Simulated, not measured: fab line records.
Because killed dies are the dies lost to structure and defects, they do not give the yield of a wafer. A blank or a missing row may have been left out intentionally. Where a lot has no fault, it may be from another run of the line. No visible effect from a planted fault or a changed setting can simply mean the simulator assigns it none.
fab line records    flow n5_finfet
record lots=4  wafers=12  last_day=18
route steps=1938 shown PMOS_HMC_CHANNEL_EPI@86 FIN_SAQP@90 BEOL_M4@1111
lots that met no fault: taken from a fault-free run of the same line
start_h: the number of hours between the record's first day and the start of the first shown wafer of the lot    wait_h: hours from the lot's prior step to this one    " same as the row above    L1.1+2: several wafers, shown together as one row    - no value, or no start given    * or withheld: withheld    < > ~ a bound
route shown NAME@n: a module of which the file shows steps, and the number in the route of the first    usual: average and standard deviation across the fault-free wafers    same: alike in all rows    chamber/n: place in a boat    sites: the reading at each site    _std_site: the standard deviation of these    _edge_site: inner sites' mean taken away from outer sites' mean    radius_mm: how far each site lies from the wafer's centre    mask NAME#n: copy n    behind: the most recent tool/chamber to have shaped the wafer    hold: reason for holding the lot/hours on hold/outcome of the hold    device: the transistor (n, p or np) that didn't switch    end of line: the tests these same wafers got at the end of their route    where a step has no rows: the recipe by itself    killed: dies that structure and defects cost at the first sort, which is not the same as the wafer's yield    map: shows each die of a wafer: x if killed, . if not, _ if none is there
set.NAME: the setting the step ran with; set.NAME@STEP: the setting that earlier step ran with    model.NAME: the simulator's own value behind a step, which no gauge read
lots seen at some steps along the route; tables by step, rows by wafer
services: from which hour (start_h, from the record's first day; less than 0 if before it) a tool's chamber was out of use, for how many hours, and why
## steps
# step N5_PMOS_HMC_CHANNEL_EPI_SRD_25
# recipe dry=ipa_marangoni  do_ppb=5  time_s=30  temp_c=23  rinse_liquid=diw
# step N5_PMOS_HMC_CHANNEL_EPI_EPI_26
# recipe material=Si  target_thk_a=38  temp_c=650  precursor=SiH4/H2  pressure_torr=20  time_s=22.7
# step N5_FIN_SAQP_PRECLEAN_42
# recipe chemistry=O3/DIW  time_s=60  temp_c=22  o3_ppm=10
# step N5_FIN_SAQP_PRECLEAN_00
# recipe chemistry=SC1  time_s=60  temp_c=55  mix=1:2:50
# step N5_FIN_SAQP_PRECLEAN_44
# recipe chemistry=SC2  time_s=45  temp_c=35  mix=1:1:50
# step N5_FIN_SAQP_SRD_01
# recipe dry=ipa_marangoni  time_s=30  temp_c=23  rinse_liquid=diw
# step N5_FIN_SAQP_ALD_61
# recipe material=SiO2  target_thk_a=40  temp_c=300  ald_precursor_family=BDEAS  ald_co_reactant=O2-plasma  pulse_time_s=1  purge_time_s=2  co_reactant_purge_time_s=2  ald_cycles=43  pressure_torr=2
# step N5_FIN_SAQP_DENSIFY_62
# recipe temp_c=700  time_s=60  ambient=N2  idle_temp_c=600  ramp_up_c_per_s=150  ramp_down_c_per_s=60  cool_to_c=600
# step N5_FIN_SAQP_HM_DEP_03
# recipe material=SiNx  target_thk_a=380  temp_c=400  precursor=SiH4/NH3/N2  pressure_torr=1.5  rf_w=300  time_s=33.6
# step N5_FIN_SAQP_PECVD_47
# recipe material=a-Si  target_thk_a=450  temp_c=400  precursor=SiH4/He  pressure_torr=3  rf_w=100  time_s=36.3
# usual heater_power_w=856/120  rf_fwd_power_W=98.9/0.38  showerhead_plenum_p_Torr=5.65/0.051  throttle_valve_pct=18.0/0.79
lot.wafer  tool      chamber  start_h  wait_h  heater_power_w  rf_fwd_power_W  showerhead_plenum_p_Torr  throttle_valve_pct
L592.2     pecvd-01  2        65.17    0.0     829             98.3            5.71                      17.2
L592.4     "         2        "        "       848             98.5            5.70                      17.3
L592.5     "         0        "        "       889             98.9            5.64                      18.6
L602.1     pecvd-01  0        124.81   0.0     897             99.1            5.66                      18.8
L602.2     "         1        "        "       681             99.0            5.61                      18.1
L602.3     "         2        "        "       983             98.8            5.70                      17.4
L603.3     pecvd-01  2        129.21   0.0     964             99.1            5.69                      17.0
L603.5     "         2        "        "       960             99.1            5.70                      17.2
L603.6     "         0        "        "       856             99.3            5.65                      18.6
L605.2     pecvd-03  0        143.28   0.0     699             99.8            5.63                      19.4
L605.4     "         2        "        "       950             98.7            5.73                      16.7
L605.5     "         0        "        "       716             99.5            5.65                      19.3
# step N5_FIN_SAQP_PECVD_48
# recipe material=SiNx  target_thk_a=250  temp_c=400  precursor=SiH4/NH3/N2  pressure_torr=1.5  rf_w=300  time_s=22.1
# step N5_FIN_SAQP_PECVD_06
# recipe material=a-Si  target_thk_a=600  temp_c=400  precursor=SiH4/He  pressure_torr=3  rf_w=100  time_s=48.1
# step N5_FIN_SAQP_HM_DEP_72
# recipe material=SiO2  target_thk_a=120  temp_c=400  precursor=SiH4/N2O  pressure_torr=0.75  rf_w=275  time_s=7.2
# step N5_FIN_SAQP_COAT_49
# recipe resist=SOC  temp_c=250  time_s=60  spin_rpm=1500  resist_thk_nm=100
# step N5_FIN_SAQP_COAT_50
# recipe resist=SiARC  temp_c=220  time_s=60  spin_rpm=1500  resist_thk_nm=35
# step N5_FIN_SAQP_COAT_10
# recipe resist=CAR-ArF  spin_rpm=1500  resist_thk_nm=90
# step N5_FIN_SAQP_EBR_12
# recipe solvent=PGMEA  ebr_width_mm=1.5
# step N5_FIN_SAQP_SOFTBAKE_11
# recipe temp_c=110  time_s=60  resist=CAR-ArF
# step N5_FIN_SAQP_EXPOSE_13
# recipe mask_id=FIN_CORE  na=1.35  source_shape=dipole  sigma_inner=0.538  sigma_outer=0.738  polarization=te  target_cd_nm=35.6  dose_mj=63.25
# step N5_FIN_SAQP_PEB_14
# recipe peb_temp_c=withheld  peb_time_s=60  resist=CAR-ArF
# step N5_FIN_SAQP_DEVELOP_15
# recipe develop_time_s=30  developer=TMAH  resist=CAR-ArF  dev_temp_c=23  rinse_liquid=diw  dry=air_spin
# step N5_FIN_SAQP_DESCUM_21
# recipe chemistry=O2  time_s=7.9  source_power_w=50  bias_power_w=20  pressure_mtorr=20  rf_frequency_hz=2.712e+07  temp_c=40  resist=CAR-ArF  o2_flow_sccm=225
# step N5_FIN_SAQP_ETCH_51
# recipe chemistry=CF4  target=SiARC  target_depth_a=455  mask_material=CAR-ArF  time_s=75.8  ion_energy_ev=80  pressure_mtorr=40  source_w=545  bias_w=36  Ar_flow_sccm=100  cf4_flow_sccm=100  ends=cleared
# step N5_FIN_SAQP_ETCH_52
# recipe chemistry=N2/H2  target=SOC  target_depth_a=1000  overetch_a=200  mask_material=SiARC  temp_c=40  time_s=150  ion_energy_ev=200  pressure_mtorr=30  source_w=840  bias_w=150  n2_flow_sccm=200  h2_flow_sccm=200  ends=end_point
# step N5_FIN_SAQP_STRIP_53
# recipe chemistry=N2/H2  temp_c=40  n2_flow_sccm=200  h2_flow_sccm=200  rf_frequency_hz=6e+07
# step N5_FIN_SAQP_HM_OPEN_73
# recipe chemistry=CHF3/O2  target=SiO2  stop_on=a-Si  target_depth_a=120  over_etch_frac=1.8  mask_material=SOC  time_s=16.8  pressure_mtorr=30  source_w=650  bias_w=170  Ar_flow_sccm=200  CHF3_flow_sccm=50  O2_flow_sccm=5  ion_energy_ev=200  ends=end_point
# step N5_FIN_SAQP_STRIP_74
# recipe chemistry=CHF3/O2  resist=SiARC  rf_frequency_hz=6e+07
# step N5_FIN_SAQP_MANDREL_ETCH_22
# recipe target_depth_a=600  chemistry=HBr/Cl2  target=a-Si  stop_on=SiNx  bt_time_s=10  over_etch_frac=0.5  time_s=30  pressure_mtorr=10  icp_w=800  bias_w=75  HBr_flow_sccm=150  Cl2_flow_sccm=80  ends=end_point
# step N5_FIN_SAQP_STRIP_55
# recipe chemistry=N2/H2  power_w=500  temp_c=40  pressure_mtorr=50  rf_frequency_hz=6e+07  overash_fraction=0.3  bias_power_w=28  h2_frac=0.5  n2_flow_sccm=300  h2_flow_sccm=300
# step N5_FIN_SAQP_STRIP_23
# recipe chemistry=SPM  time_s=750  temp_c=130  h2so4_h2o2_vol_ratio=4
# step N5_FIN_SAQP_SRD_66
# recipe dry=ipa_marangoni  time_s=30  temp_c=23  rinse_liquid=diw
# step N5_FIN_SAQP_RECESS_75
# recipe chemistry=HF/NH3  target=SiO2  target_depth_a=144  afs_cycles=3  temp_c=30  sublimation_temp_c=180  sublimation_time_s=60
# step N5_FIN_SAQP_SPACER1_ALD_24
# recipe material=SiO2  target_thk_a=203  temp_c=300  ald_precursor_family=BDEAS  ald_co_reactant=O2-plasma  pulse_time_s=1  purge_time_s=2  co_reactant_purge_time_s=2  ald_cycles=218  pressure_torr=2
# step N5_FIN_SAQP_SPACER1_ETCHBACK_25
# recipe chemistry=CHF3/O2  mode=anisotropic_etchback  target=SiO2  target_depth_a=244  time_s=12.2  pressure_mtorr=30  source_w=650  bias_w=170  Ar_flow_sccm=200  CHF3_flow_sccm=50  O2_flow_sccm=5  ion_energy_ev=200
# step N5_FIN_SAQP_MANDREL1_REMOVE_56
# recipe chemistry=HBr/Cl2/O2  bt_time_s=10  target=a-Si  stop_on=SiNx  endpoint=OES-SiCl  over_etch_frac=1  icp_w=600  bias_w=22  HBr_flow_sccm=150  Cl2_flow_sccm=80  O2_flow_sccm=5  pressure_mtorr=10
# step N5_FIN_SAQP_MANDREL_ETCH_58
# recipe chemistry=HBr/Cl2  target=a-Si  target_depth_a=450  bt_time_s=10  stop_on=SiNx  mask_material=SiO2  over_etch_frac=0.8  time_s=27  pressure_mtorr=10  icp_w=800  bias_w=75  HBr_flow_sccm=150  Cl2_flow_sccm=80  ends=end_point
# usual drypump_motor_current_A=5.6/0.4  oes_product_au=0.703/0.014  rf_fwd_power_W=794.2/2.6  throttle_valve_pct=35.58/0.28
# same over_etch_frac=0.8
lot.wafer  tool       chamber  start_h  wait_h  drypump_motor_current_A  oes_product_au  rf_fwd_power_W  rf_hours_counter_h  throttle_valve_pct
L592.2     rie_si-01  1        68.02    0.0     5.5                      0.697           792.1           160                 35.39
L592.4     "          3        "        "       5.3                      0.679           793.6           85                  35.89
L592.5     "          0        "        "       6.1                      0.698           796.1           -                   35.35
L602.1     rie_si-01  1        128.00   0.0     5.5                      0.645           788.7           161                 35.49
L602.2     "          0        "        "       6.1                      0.687           795.8           78                  35.35
L602.3     "          3        "        "       5.3                      0.691           797.0           86                  35.87
L603.3     rie_si-01  3        132.02   0.0     5.3                      0.688           794.8           86                  35.85
L603.5     "          2        "        "       5.0                      0.722           792.3           -                   35.73
L603.6     "          1        "        "       5.5                      0.661           793.5           -                   35.48
L605.2     rie_si-01  0        146.51   0.0     6.1                      0.703           793.6           78                  35.33
L605.4     "          0        "        "       6.1                      0.711           797.5           -                   35.33
L605.5     "          1        "        "       5.5                      0.718           793.1           -                   35.36
# step N5_BEOL_M4_RC_MEAS_101
# usual DIBL_N=35.9/1.4  DIBL_P=35.9/1.7  IOFF_N=0.160/0.026  IOFF_P=0.21/0.036  ION_N=672/11  ION_P=461/8.1  SS_N=71.4/0.54  SS_P=73.2/0.67  VT_N=249.3/2.7  VT_P=-250/3.9
lot.wafer  tool       chamber  start_h  wait_h  DIBL_N[mV/V]  DIBL_P[mV/V]  IOFF_N[nA/um]  IOFF_P[nA/um]  ION_N[uA/um]  ION_P[uA/um]  SS_N[mV/dec]  SS_P[mV/dec]  VT_N[mV]  VT_P[mV]
L592.2     prober-01  0        208.83   0.2     37.1          36.9          0.186          0.25           668           463           71.2          73.8          245.6     -246
L592.4     "          0        "        "       35.4          33.7          0.149          0.19           678           465           71.2          72.4          249.2     -250
L592.5     "          0        "        "       35.9          35.5          0.161          0.23           674           477           70.9          73.4          248.7     -245
L602.1     prober-02  0        260.94   0.0     35.9          34.7          0.152          0.22           664           459           71.1          73.4          249.3     -249
L602.2     "          0        "        "       37.0          36.9          0.172          0.27           663           461           71.4          73.1          246.3     -247
L602.3     "          0        "        "       35.3          35.3          0.155          0.24           676           473           70.9          72.8          247.6     -245
L603.3     prober-01  0        276.71   0.3     33.5          34.0          0.117          0.17           658           454           71.0          71.9          252.2     -251
L603.5     "          0        "        "       36.8          36.8          0.183          0.21           661           453           72.2          72.8          247.1     -247
L603.6     "          0        "        "       35.8          35.9          0.159          0.20           665           457           71.8          72.4          249.5     -250
L605.2     prober-02  0        309.51   0.2     36.5          34.8          0.142          0.16           669           456           71.0          73.1          250.3     -257
L605.4     "          0        "        "       36.6          35.4          0.139          0.16           658           447           71.4          73.3          253.1     -257
L605.5     "          0        "        "       35.4          33.4          0.124          0.14           665           448           70.8          72.6          252.1     -257
## services
tool       chamber  start_h  hours  kind
pecvd-03   2        51.19    5.5    scheduled_down
pecvd-03   -        67.11    1.6    repair
rie_si-01  -        82.92    15.6   pm
pecvd-03   -        97.71    5.5    pm
pecvd-03   2        138.28   2.1    scheduled_down
rie_si-01  3        145.68   7.2    repair
## key
first_sign step=N5_FIN_SAQP_MANDREL_ETCH_58  reading=oes_product_au  direction=down  sigmas=3.7  usual=0.703  struck=0.653
effect none on later readings
met_at N5_FIN_SAQP_PECVD_47
struck_wafers L602.1,L603.6
onset_between 65.17 124.81
fault kind=site_profile_drift  tool=pecvd-01  chamber=0  onset_h=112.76  steps=N5_FIN_SAQP_PECVD_47  basis=fraction  max_abs_drift=0.29544  slope_share_per_hr=65.654  site_pattern=0,0,0,0,0,-1,-1,-1,-1
